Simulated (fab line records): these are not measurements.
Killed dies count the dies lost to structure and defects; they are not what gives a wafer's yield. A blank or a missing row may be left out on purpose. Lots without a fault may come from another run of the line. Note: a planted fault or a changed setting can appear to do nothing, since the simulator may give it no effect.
fab line records -- flow nand-harc -- part 1 of 2: steps 1 to 20 of 26
record: lots: 5, wafers: 15, last-day: 26
route steps=1159 shown A_STAIRCASE@600
lots that met no fault: taken from a fault-free run of the same line
start-h: the number of hours between the record's first day and the start of the first shown wafer of the lot -- wait-h: how many hours have passed since the lot's step before this one -- " repeats the value in the row above -- L1.1+2: several wafers, shown together as one row -- - either no value or no given start -- * or withheld: withheld -- < > ~ a bound
route shown NAME@n: names a module that has steps shown in the file, with the first one's number in the route -- usual: the fault-free wafers' mean and standard deviation -- same: alike in all rows -- chamber/n: place in a boat -- sites: the reading at each site -- _std_site: the values' standard deviation -- _edge_site: the outer-site mean with the inner-site mean subtracted -- radius-mm: for every site, how far away it sits from the centre of the wafer -- mask NAME#n: copy n -- behind: the last tool/chamber to shape the wafer -- hold: cause of the lot's hold/its duration in hours/its outcome -- device: the n, p or np transistor that did not switch -- end of line: at the end of the route, the tests of the same wafers -- a step with no rows: only its recipe -- killed: not the wafer's yield, but the dies lost to structure and defects at the first sort -- map: the dies of a wafer, with x for killed, . for not killed, _ for no die there
set.NAME: setting as actually run; set.NAME@STEP: the setting as run at that earlier step -- model.NAME: the simulator's own value behind a step, which no gauge read
certain route steps with their lots: each step a table, each wafer a row
services: the hour from which a tool's chamber was out of use, counted from the record's first day as start-h (under 0 if before that day), plus the number of hours and why
== steps ==
step: NHARC_A_STAIRCASE_STRIP_206
recipe: time-s: 900, temp-c: 130, chemistry: SPM
lot.wafer,tool,chamber,start-h,wait-h
L074.2+4+5,wet-bench-05,"0,3,5",245.19,0.3
L075.2+6+1,wet-bench-04,"1,4,6",253.86,0.3
L088.5+3+4,wet-bench-05,"5,6,1",330.87,0.1
L093.2+3+1,wet-bench-04,"3,5,7",368.15,0.3
L096.4+1+2,wet-bench-07,"5,6,7",376.18,0.2
step: NHARC_A_STAIRCASE_PRECLEAN_207
recipe: time-s: *, temp-c: 50, bath-age-min: 0, chemistry: SC1
lot.wafer,tool,chamber,start-h,wait-h
L074.2+4+5,wet-bench-05,"0,3,5",-,-
L075.2+6+1,wet-bench-04,"1,4,6",-,-
L088.5+3+4,wet-bench-05,"5,6,1",-,-
L093.2+3+1,wet-bench-04,"3,5,7",-,-
L096.4+1+2,wet-bench-07,"5,6,7",-,-
step: NHARC_A_STAIRCASE_SRD_208
lot.wafer,tool,chamber,start-h,wait-h
L074.2+4+5,wet-bench-05,"0,3,5",-,-
L075.2+6+1,wet-bench-04,"1,4,6",-,-
L088.5+3+4,wet-bench-05,"5,6,1",-,-
L093.2+3+1,wet-bench-04,"3,5,7",-,-
L096.4+1+2,wet-bench-07,"5,6,7",-,-
step: NHARC_A_STAIRCASE_DEHYDRATE_209
recipe: temp-c: 150, time-s: 120
usual: chill-plate-temp-C: 22.98/0.11, exhaust-pa: 45.0/0.81
lot.wafer,tool,chamber,start-h,wait-h,chill-plate-temp-C,exhaust-pa
L074.2,litho-track-05,0,245.65,-,22.96,43.6
L074.4,litho-track-05,0,245.65,-,22.99,44.4
L074.5,litho-track-05,0,245.65,-,22.89,44.5
L075.1,litho-track-05,0,254.43,-,23.15,45.2
L075.2,litho-track-05,0,254.43,-,23.11,45.4
L075.6,litho-track-05,0,254.43,-,23.28,46.1
L088.3,litho-track-03,0,331.33,-,22.90,45.2
L088.4,litho-track-03,0,331.33,-,22.97,44.8
L088.5,litho-track-03,0,331.33,-,22.88,43.6
L093.1,litho-track-05,0,368.60,-,22.95,45.1
L093.2,litho-track-05,0,368.60,-,22.97,46.0
L093.3,litho-track-05,0,368.60,-,22.79,45.5
L096.1,litho-track-05,0,376.61,-,23.07,45.4
L096.2,litho-track-05,0,376.61,-,23.06,44.4
L096.4,litho-track-05,0,376.61,-,22.83,45.7
step: NHARC_A_STAIRCASE_HMDS_210
recipe: time-s: 30
usual: chill-plate-temp-C: 23.00/0.11, exhaust-pa: 45.0/1
lot.wafer,tool,chamber,start-h,wait-h,chill-plate-temp-C,exhaust-pa
L074.2,litho-track-05,0,-,-,23.01,44.1
L074.4,litho-track-05,0,-,-,22.86,45.3
L074.5,litho-track-05,0,-,-,22.97,43.5
L075.1,litho-track-05,0,-,-,22.97,44.1
L075.2,litho-track-05,0,-,-,23.04,45.6
L075.6,litho-track-05,0,-,-,23.05,44.6
L088.3,litho-track-03,0,-,-,22.93,46.2
L088.4,litho-track-03,0,-,-,22.98,44.4
L088.5,litho-track-03,0,-,-,22.97,45.0
L093.1,litho-track-05,0,-,-,23.06,44.9
L093.2,litho-track-05,0,-,-,23.04,45.0
L093.3,litho-track-05,0,-,-,23.03,44.7
L096.1,litho-track-05,0,-,-,23.01,45.3
L096.2,litho-track-05,0,-,-,23.09,45.3
L096.4,litho-track-05,0,-,-,22.94,46.2
step: NHARC_A_STAIRCASE_COAT_211
recipe: spin-rpm: 1200
usual: chill-plate-temp-C: 23.00/0.1, exhaust-pa: 45.1/0.71
lot.wafer,tool,chamber,start-h,wait-h,chill-plate-temp-C,exhaust-pa
L074.2,litho-track-05,0,-,-,23.09,44.8
L074.4,litho-track-05,0,-,-,22.99,44.8
L074.5,litho-track-05,0,-,-,22.93,44.5
L075.1,litho-track-05,0,-,-,23.18,44.9
L075.2,litho-track-05,0,-,-,23.13,45.9
L075.6,litho-track-05,0,-,-,23.10,45.4
L088.3,litho-track-03,0,-,-,22.93,45.0
L088.4,litho-track-03,0,-,-,22.99,45.2
L088.5,litho-track-03,0,-,-,22.95,45.4
L093.1,litho-track-05,0,-,-,22.91,44.3
L093.2,litho-track-05,0,-,-,23.00,45.2
L093.3,litho-track-05,0,-,-,22.92,43.8
L096.1,litho-track-05,0,-,-,22.93,45.1
L096.2,litho-track-05,0,-,-,23.05,44.4
L096.4,litho-track-05,0,-,-,22.88,46.0
step: NHARC_A_STAIRCASE_SOFTBAKE_212
recipe: temp-c: 135, time-s: 170
usual: chill-plate-temp-C: 23.00/0.11, exhaust-pa: 44.9/0.93
lot.wafer,tool,chamber,start-h,wait-h,chill-plate-temp-C,exhaust-pa
L074.2,litho-track-05,0,-,-,23.04,43.8
L074.4,litho-track-05,0,-,-,22.95,44.9
L074.5,litho-track-05,0,-,-,23.13,44.7
L075.1,litho-track-05,0,-,-,22.85,44.9
L075.2,litho-track-05,0,-,-,22.88,44.8
L075.6,litho-track-05,0,-,-,22.94,45.1
L088.3,litho-track-03,0,-,-,22.85,44.7
L088.4,litho-track-03,0,-,-,22.94,45.1
L088.5,litho-track-03,0,-,-,22.91,44.9
L093.1,litho-track-05,0,-,-,22.96,44.0
L093.2,litho-track-05,0,-,-,22.90,43.9
L093.3,litho-track-05,0,-,-,22.90,43.4
L096.1,litho-track-05,0,-,-,22.93,45.0
L096.2,litho-track-05,0,-,-,22.79,45.2
L096.4,litho-track-05,0,-,-,22.95,45.6
step: NHARC_A_STAIRCASE_EBR_213
usual: chill-plate-temp-C: 23.01/0.11, exhaust-pa: 45.0/0.88
lot.wafer,tool,chamber,start-h,wait-h,chill-plate-temp-C,exhaust-pa
L074.2,litho-track-05,0,-,-,23.27,44.3
L074.4,litho-track-05,0,-,-,23.19,43.6
L074.5,litho-track-05,0,-,-,23.18,43.7
L075.1,litho-track-05,0,-,-,22.87,44.8
L075.2,litho-track-05,0,-,-,23.17,45.9
L075.6,litho-track-05,0,-,-,23.03,44.3
L088.3,litho-track-03,0,-,-,23.07,44.6
L088.4,litho-track-03,0,-,-,23.09,44.5
L088.5,litho-track-03,0,-,-,23.05,44.8
L093.1,litho-track-05,0,-,-,22.79,45.1
L093.2,litho-track-05,0,-,-,22.99,45.2
L093.3,litho-track-05,0,-,-,22.91,44.5
L096.1,litho-track-05,0,-,-,22.90,44.8
L096.2,litho-track-05,0,-,-,22.96,45.8
L096.4,litho-track-05,0,-,-,23.03,45.8
step: NHARC_A_STAIRCASE_EXPOSE_214
recipe: na: 0.5, dose-mj: 31.26, mask-id: STAIR_3
lot.wafer,tool,chamber,start-h,wait-h,mask
L074.2+4+5,krf-scanner-03,0,245.99,-,STAIR_3#0
L075.1+2+6,krf-scanner-01,0,254.76,-,STAIR_3#0
L088.3+4+5,krf-scanner-04,0,331.68,-,STAIR_3#0
L093.1+2+3,krf-scanner-04,0,368.93,-,STAIR_3#0
L096.1+2+4,krf-scanner-03,0,376.94,-,STAIR_3#0
step: NHARC_A_STAIRCASE_PEB_215
recipe: peb-temp-c: 115, peb-time-s: 130
usual: chill-plate-temp-C: 23.00/0.11, exhaust-pa: 45.1/0.84
lot.wafer,tool,chamber,start-h,wait-h,chill-plate-temp-C,exhaust-pa
L074.2,litho-track-05,0,246.05,0.1,22.94,44.4
L074.4,litho-track-05,0,246.05,0.1,22.89,44.9
L074.5,litho-track-05,0,246.05,0.1,23.14,44.5
L075.1,litho-track-05,0,254.83,0.1,23.11,45.5
L075.2,litho-track-05,0,254.83,0.1,22.85,45.2
L075.6,litho-track-05,0,254.83,0.1,23.25,44.4
L088.3,litho-track-03,0,331.73,0.1,22.98,45.5
L088.4,litho-track-03,0,331.73,0.1,22.96,46.3
L088.5,litho-track-03,0,331.73,0.1,23.07,44.8
L093.1,litho-track-05,0,369.00,0.1,23.05,46.5
L093.2,litho-track-05,0,369.00,0.1,22.95,45.8
L093.3,litho-track-05,0,369.00,0.1,22.91,46.3
L096.1,litho-track-07,0,377.01,0.1,22.83,43.4
L096.2,litho-track-07,0,377.01,0.1,22.88,43.6
L096.4,litho-track-07,0,377.01,0.1,22.86,43.8
step: NHARC_A_STAIRCASE_DEVELOP_216
recipe: time-s: 140
usual: chill-plate-temp-C: 22.98/0.11, exhaust-pa: 44.8/0.8
lot.wafer,tool,chamber,start-h,wait-h,chill-plate-temp-C,exhaust-pa
L074.2,litho-track-05,0,-,-,23.00,46.0
L074.4,litho-track-05,0,-,-,23.06,44.4
L074.5,litho-track-05,0,-,-,22.98,45.2
L075.1,litho-track-05,0,-,-,22.91,43.6
L075.2,litho-track-05,0,-,-,22.94,43.4
L075.6,litho-track-05,0,-,-,23.07,44.4
L088.3,litho-track-03,0,-,-,23.03,45.8
L088.4,litho-track-03,0,-,-,22.96,45.1
L088.5,litho-track-03,0,-,-,23.08,45.9
L093.1,litho-track-05,0,-,-,23.00,43.6
L093.2,litho-track-05,0,-,-,23.12,43.6
L093.3,litho-track-05,0,-,-,22.96,43.3
L096.1,litho-track-07,0,-,-,23.04,45.0
L096.2,litho-track-07,0,-,-,22.91,45.3
L096.4,litho-track-07,0,-,-,23.05,44.6
step: NHARC_A_STAIRCASE_HARDBAKE_218
recipe: temp-c: 120, time-s: 140
usual: chill-plate-temp-C: 23.00/0.098, exhaust-pa: 45.1/0.89
lot.wafer,tool,chamber,start-h,wait-h,chill-plate-temp-C,exhaust-pa
L074.2,litho-track-07,0,246.27,-,23.03,44.3
L074.4,litho-track-07,0,246.27,-,23.00,43.8
L074.5,litho-track-07,0,246.27,-,22.99,45.1
L075.1,litho-track-05,0,255.05,-,22.99,45.6
L075.2,litho-track-05,0,255.05,-,23.10,45.9
L075.6,litho-track-05,0,255.05,-,23.20,45.5
L088.3,litho-track-07,0,331.96,-,22.96,44.5
L088.4,litho-track-07,0,331.96,-,22.86,45.7
L088.5,litho-track-07,0,331.96,-,23.14,45.1
L093.1,litho-track-03,0,369.22,-,22.98,44.3
L093.2,litho-track-03,0,369.22,-,23.14,45.3
L093.3,litho-track-03,0,369.22,-,23.10,45.0
L096.1,litho-track-03,0,377.23,-,22.88,45.0
L096.2,litho-track-03,0,377.23,-,22.81,44.0
L096.4,litho-track-03,0,377.23,-,22.86,44.2
step: NHARC_A_STAIRCASE_DESCUM_219
recipe: time-s: 3, o2-flow-sccm: 200, ar-flow-sccm: 0, bias-power-w: 0, chemistry: O2
usual: drypump-motor-current-A: 5.8/0.52, mfc-ar-sccm: 0.007/0.01, oes-product-au: 1.001/0.01, rf-vpp-V: 57.9/0.88, showerhead-plenum-p-Torr: 1.94/0.076, throttle-valve-pct: 11.310/0.0088
lot.wafer,tool,chamber,start-h,wait-h,drypump-motor-current-A,mfc-ar-sccm,oes-product-au,rf-hours-counter-h,rf-vpp-V,showerhead-plenum-p-Torr,throttle-valve-pct
L074.2,rie-diel-07,0,246.48,-,6.7,0.011,1.008,3,57.7,1.85,11.318
L074.4,rie-diel-07,1,246.48,-,4.8,0,1.006,3,57.5,1.86,11.321
L074.5,rie-diel-07,3,246.48,-,5.5,0.035,1.003,-,59.6,2.06,11.313
L075.1,rie-diel-11,0,255.14,-,5.8,0.019,1.010,21,57.2,1.94,11.311
L075.2,rie-diel-11,3,255.14,-,6.6,0,0.999,22,58.1,1.97,11.312
L075.6,rie-diel-11,0,255.14,-,5.8,0.019,1.014,-,58.2,1.94,11.316
L088.4,rie-diel-12,1,332.09,-,5.9,0.013,1.001,44,57.5,1.97,11.311
L088.3,rie-diel-12,2,332.09,-,6.2,0,0.994,40,58.1,2.01,11.309
L088.5,rie-diel-12,0,332.09,-,5.7,0,1.006,-,56.9,1.89,11.296
L093.1,rie-diel-12,3,369.32,-,6.0,0,1.006,54,58.5,1.96,11.309
L093.2,rie-diel-12,0,369.32,-,5.7,0,1.012,59,58.4,1.89,11.313
L093.3,rie-diel-12,1,369.32,-,5.9,0.013,1.007,57,58.0,1.96,11.299
L096.2,rie-diel-11,0,377.77,-,5.8,0.019,1.003,2,57.4,1.93,11.303
L096.1,rie-diel-11,1,377.77,-,5.5,0,0.979,2,56.9,1.99,11.309
L096.4,rie-diel-11,3,377.77,-,6.6,0,1.025,1,57.4,1.95,11.332
step: NHARC_A_STAIRCASE_TRIM_220
recipe: time-s: 211.2, o2-flow-sccm: 500, ar-flow-sccm: 0, bias-w: 0, chemistry: O2
usual: drypump-motor-current-A: 5.8/0.52, mfc-ar-sccm: 0.007/0.01, oes-product-au: 1.001/0.0098, rf-vpp-V: 57.8/0.94, showerhead-plenum-p-Torr: 3.58/0.13, throttle-valve-pct: 17.037/0.0093
lot.wafer,tool,chamber,start-h,wait-h,drypump-motor-current-A,mfc-ar-sccm,oes-product-au,rf-hours-counter-h,rf-vpp-V,showerhead-plenum-p-Torr,throttle-valve-pct
L074.2,rie-diel-07,2,246.59,0.1,6.0,0.003,1.023,3,56.5,3.70,17.038
L074.4,rie-diel-07,3,246.59,0.1,5.6,0.035,1.004,3,58.2,3.77,17.043
L074.5,rie-diel-07,2,246.59,0.1,6.0,0.003,1.013,-,58.7,3.70,17.028
L075.2,rie-diel-11,1,255.24,0.1,5.5,0,0.984,22,58.9,3.69,17.052
L075.1,rie-diel-11,2,255.24,0.1,5.5,0,0.995,23,58.3,3.30,17.035
L075.6,rie-diel-11,0,255.24,0.1,5.8,0.019,1.008,-,57.4,3.58,17.031
L088.4,rie-diel-12,0,332.34,0.2,5.7,0,1.001,46,55.7,3.49,17.042
L088.3,rie-diel-12,1,332.34,0.2,5.9,0.013,0.997,44,57.7,3.62,17.030
L088.5,rie-diel-12,3,332.34,0.2,6.0,0,1.005,-,58.4,3.61,17.030
L093.2,rie-diel-12,3,369.41,0.1,6.0,0,0.996,54,57.8,3.61,17.043
L093.3,rie-diel-12,1,369.41,0.1,5.9,0.013,0.997,57,57.9,3.61,17.039
L093.1,rie-diel-12,2,369.41,0.1,6.2,0,0.993,52,57.9,3.69,17.030
L096.4,rie-diel-11,0,378.09,0.3,5.8,0.019,1.001,2,58.4,3.55,17.032
L096.1,rie-diel-11,1,378.09,0.3,5.5,0,0.982,2,56.7,3.66,17.026
L096.2,rie-diel-11,2,378.09,0.3,5.5,0,1.002,1,58.5,3.81,17.030
step: NHARC_A_STAIRCASE_ETCH_221
recipe: target-depth-a: 1000, time-s: 40.5, ion-energy-ev: 400, c4f8-flow-sccm: 20, o2-flow-sccm: 10, ar-flow-sccm: withheld, rf-w: 600, bias-w: 1000, chemistry: C4F8/O2
usual: oes-product-au: 0.936/0.015, rf-vpp-V: 897/4.9
lot.wafer,tool,chamber,start-h,wait-h,oes-product-au,rf-hours-counter-h,rf-vpp-V
L074.2,rie-diel-07,1,-,-,0.934,3,892
L074.4,rie-diel-07,3,-,-,0.921,3,905
L074.5,rie-diel-07,2,-,-,0.936,-,902
L075.1,rie-diel-11,0,-,-,0.940,21,897
L075.2,rie-diel-11,2,-,-,0.966,23,888
L075.6,rie-diel-11,0,-,-,0.949,-,899
L088.3,rie-diel-12,1,-,-,0.931,44,900
L088.4,rie-diel-12,2,-,-,0.929,40,901
L088.5,rie-diel-12,1,-,-,0.928,-,899
L093.3,rie-diel-12,2,-,-,0.928,52,902
L093.2,rie-diel-12,3,-,-,0.934,54,898
L093.1,rie-diel-12,1,-,-,0.947,57,899
L096.2,rie-diel-11,1,-,-,0.920,2,900
L096.4,rie-diel-11,3,-,-,0.943,1,899
L096.1,rie-diel-11,0,-,-,0.923,2,897
step: NHARC_A_STAIRCASE_TRIM_222
recipe: time-s: 211.2, o2-flow-sccm: 500, ar-flow-sccm: 0, bias-w: 0, chemistry: O2
usual: drypump-motor-current-A: 5.9/0.51, mfc-ar-sccm: 0.007/0.011, oes-product-au: 1.002/0.0098, rf-vpp-V: 57.9/0.92, showerhead-plenum-p-Torr: 3.58/0.13, throttle-valve-pct: 17.038/0.0087
lot.wafer,tool,chamber,start-h,wait-h,drypump-motor-current-A,mfc-ar-sccm,oes-product-au,rf-hours-counter-h,rf-vpp-V,showerhead-plenum-p-Torr,throttle-valve-pct
L074.2,rie-diel-07,3,-,-,5.6,0.035,1.006,3,59.8,3.77,17.039
L074.4,rie-diel-07,0,-,-,6.7,0.011,0.991,3,57.1,3.42,17.047
L074.5,rie-diel-07,0,-,-,6.7,0.011,0.994,-,56.7,3.42,17.046
L075.2,rie-diel-11,1,-,-,5.5,0,0.989,22,58.1,3.69,17.047
L075.1,rie-diel-11,3,-,-,6.6,0,1.011,23,57.0,3.62,17.060
L075.6,rie-diel-11,0,-,-,5.8,0.019,1.011,-,57.9,3.58,17.042
L088.4,rie-diel-12,3,-,-,6.0,0,1.008,42,58.8,3.61,17.037
L088.3,rie-diel-12,2,-,-,6.2,0,0.985,40,57.8,3.70,17.051
L088.5,rie-diel-12,3,-,-,6.0,0,1.009,-,57.8,3.61,17.025
L093.1,rie-diel-12,1,-,-,5.9,0.013,0.996,57,58.0,3.61,17.050
L093.2,rie-diel-12,2,-,-,6.2,0,0.983,52,56.3,3.69,17.044
L093.3,rie-diel-12,3,-,-,6.0,0,0.989,54,58.4,3.61,17.035
L096.2,rie-diel-11,3,-,-,6.6,0,1.028,2,57.3,3.60,17.033
L096.4,rie-diel-11,0,-,-,5.9,0.019,1.004,3,59.0,3.55,17.032
L096.1,rie-diel-11,1,-,-,5.5,0,0.974,3,58.0,3.66,17.035
step: NHARC_A_STAIRCASE_ETCH_223
recipe: target-depth-a: 1000, time-s: 40.5, ion-energy-ev: 400, c4f8-flow-sccm: 20, o2-flow-sccm: 10, ar-flow-sccm: withheld, rf-w: 600, bias-w: 1000, chemistry: C4F8/O2
usual: oes-product-au: 0.943/0.012, rf-vpp-V: 897/5
lot.wafer,tool,chamber,start-h,wait-h,oes-product-au,rf-hours-counter-h,rf-vpp-V
L074.2,rie-diel-07,1,-,-,0.937,4,892
L074.4,rie-diel-07,2,-,-,0.947,4,901
L074.5,rie-diel-07,2,-,-,0.937,-,902
L075.1,rie-diel-11,0,-,-,0.959,22,899
L075.2,rie-diel-11,1,-,-,0.924,22,901
L075.6,rie-diel-11,2,-,-,0.967,-,887
L088.3,rie-diel-12,0,-,-,0.945,47,893
L088.4,rie-diel-12,2,-,-,0.924,41,903
L088.5,rie-diel-12,0,-,-,0.949,-,896
L093.3,rie-diel-12,3,-,-,0.940,54,899
L093.1,rie-diel-12,0,-,-,0.945,60,892
L093.2,rie-diel-12,2,-,-,0.932,52,903
L096.2,rie-diel-11,1,-,-,0.945,3,902
L096.4,rie-diel-11,2,-,-,0.953,2,906
L096.1,rie-diel-11,0,-,-,0.958,3,898
step: NHARC_A_STAIRCASE_TRIM_224
recipe: time-s: 211.2, o2-flow-sccm: 500, ar-flow-sccm: 0, bias-w: 0, chemistry: O2
usual: drypump-motor-current-A: 5.8/0.52, mfc-ar-sccm: 0.006/0.01, oes-product-au: 1.004/0.0099, rf-vpp-V: 57.9/0.81, showerhead-plenum-p-Torr: 3.57/0.13, throttle-valve-pct: 17.035/0.0082
lot.wafer,tool,chamber,start-h,wait-h,drypump-motor-current-A,mfc-ar-sccm,oes-product-au,rf-hours-counter-h,rf-vpp-V,showerhead-plenum-p-Torr,throttle-valve-pct
L074.2,rie-diel-07,3,-,-,5.5,0.035,1.000,3,58.6,3.77,17.047
L074.4,rie-diel-07,2,-,-,6.0,0.003,1.024,4,59.3,3.70,17.039
L074.5,rie-diel-07,0,-,-,6.7,0.011,0.992,-,57.7,3.42,17.029
L075.2,rie-diel-11,0,-,-,5.8,0.019,1.009,22,58.4,3.58,17.038
L075.1,rie-diel-11,2,-,-,5.5,0,1.005,23,58.0,3.30,17.052
L075.6,rie-diel-11,0,-,-,5.8,0.019,1.017,-,56.9,3.58,17.035
L088.4,rie-diel-12,1,-,-,5.9,0.013,1.012,45,58.2,3.62,17.040
L088.3,rie-diel-12,2,-,-,6.2,0,0.992,41,56.9,3.70,17.046
L088.5,rie-diel-12,3,-,-,6.0,0,1.011,-,58.0,3.61,17.035
L093.1,rie-diel-12,3,-,-,6.0,0,1.004,54,57.4,3.61,17.031
L093.2,rie-diel-12,0,-,-,5.7,0,1.014,60,58.2,3.48,17.034
L093.3,rie-diel-12,1,-,-,5.9,0.013,1.009,57,58.4,3.61,17.042
L096.2,rie-diel-11,1,-,-,5.5,0,0.989,3,57.5,3.66,17.038
L096.1,rie-diel-11,2,-,-,5.5,0,1.003,2,58.2,3.81,17.036
L096.4,rie-diel-11,0,-,-,5.8,0.019,1.007,3,58.5,3.55,17.041
step: NHARC_A_STAIRCASE_ETCH_225
recipe: target-depth-a: 1000, time-s: 40.5, ion-energy-ev: 400, c4f8-flow-sccm: 20, o2-flow-sccm: 10, ar-flow-sccm: withheld, rf-w: 600, bias-w: 1000, chemistry: C4F8/O2
usual: oes-product-au: 0.942/0.012, rf-vpp-V: 898/5.2
lot.wafer,tool,chamber,start-h,wait-h,oes-product-au,rf-hours-counter-h,rf-vpp-V
L074.4,rie-diel-07,0,-,-,0.921,4,891
L074.2,rie-diel-07,1,-,-,0.940,4,893
L074.5,rie-diel-07,0,-,-,0.920,-,893
L075.2,rie-diel-11,2,-,-,0.969,23,887
L075.1,rie-diel-11,3,-,-,0.953,23,899
L075.6,rie-diel-11,3,-,-,0.957,-,899
L088.4,rie-diel-12,0,-,-,0.950,47,896
L088.3,rie-diel-12,1,-,-,0.945,45,901
L088.5,rie-diel-12,3,-,-,0.952,-,898
L093.1,rie-diel-12,3,-,-,0.944,55,899
L093.3,rie-diel-12,0,-,-,0.962,60,894
L093.2,rie-diel-12,2,-,-,0.925,52,903
L096.2,rie-diel-11,2,-,-,0.952,2,907
L096.1,rie-diel-11,3,-,-,0.950,2,898
L096.4,rie-diel-11,1,-,-,0.922,3,901
step: NHARC_A_STAIRCASE_TRIM_226
recipe: time-s: 211.2, o2-flow-sccm: 500, ar-flow-sccm: 0, bias-w: 0, chemistry: O2
usual: drypump-motor-current-A: 5.8/0.51, mfc-ar-sccm: 0.006/0.01, oes-product-au: 1.003/0.0098, rf-vpp-V: 57.8/0.83, showerhead-plenum-p-Torr: 3.57/0.14, throttle-valve-pct: 17.036/0.0088
lot.wafer,tool,chamber,start-h,wait-h,drypump-motor-current-A,mfc-ar-sccm,oes-product-au,rf-hours-counter-h,rf-vpp-V,showerhead-plenum-p-Torr,throttle-valve-pct
L074.4,rie-diel-07,1,-,-,4.8,0,1.008,4,57.1,3.44,17.043
L074.2,rie-diel-07,0,-,-,6.7,0.011,0.997,4,57.9,3.42,17.023
L074.5,rie-diel-07,1,-,-,4.7,0,0.997,-,57.2,3.44,17.045
L075.1,rie-diel-11,0,-,-,5.8,0.019,1.013,22,58.5,3.58,17.038
L075.2,rie-diel-11,1,-,-,5.5,0,0.990,22,59.4,3.69,17.052
L075.6,rie-diel-11,2,-,-,5.5,0,1.010,-,58.2,3.30,17.039
L088.3,rie-diel-12,2,-,-,6.3,0,0.991,41,57.8,3.70,17.038
L088.4,rie-diel-12,3,-,-,6.0,0,0.999,43,59.2,3.61,17.051
L088.5,rie-diel-12,0,-,-,5.7,0,1.013,-,58.1,3.49,17.033
L093.3,rie-diel-12,2,-,-,6.2,0,0.997,52,59.5,3.69,17.047
L093.2,rie-diel-12,3,-,-,6.0,0,1.012,55,58.6,3.61,17.040
L093.1,rie-diel-12,1,-,-,5.9,0.013,1.007,58,56.9,3.61,17.050
L096.2,rie-diel-11,2,-,-,5.5,0,1.002,2,58.2,3.81,17.030
L096.1,rie-diel-11,3,-,-,6.6,0,1.021,2,56.9,3.60,17.029
L096.4,rie-diel-11,1,-,-,5.5,0,0.984,3,57.6,3.66,17.050
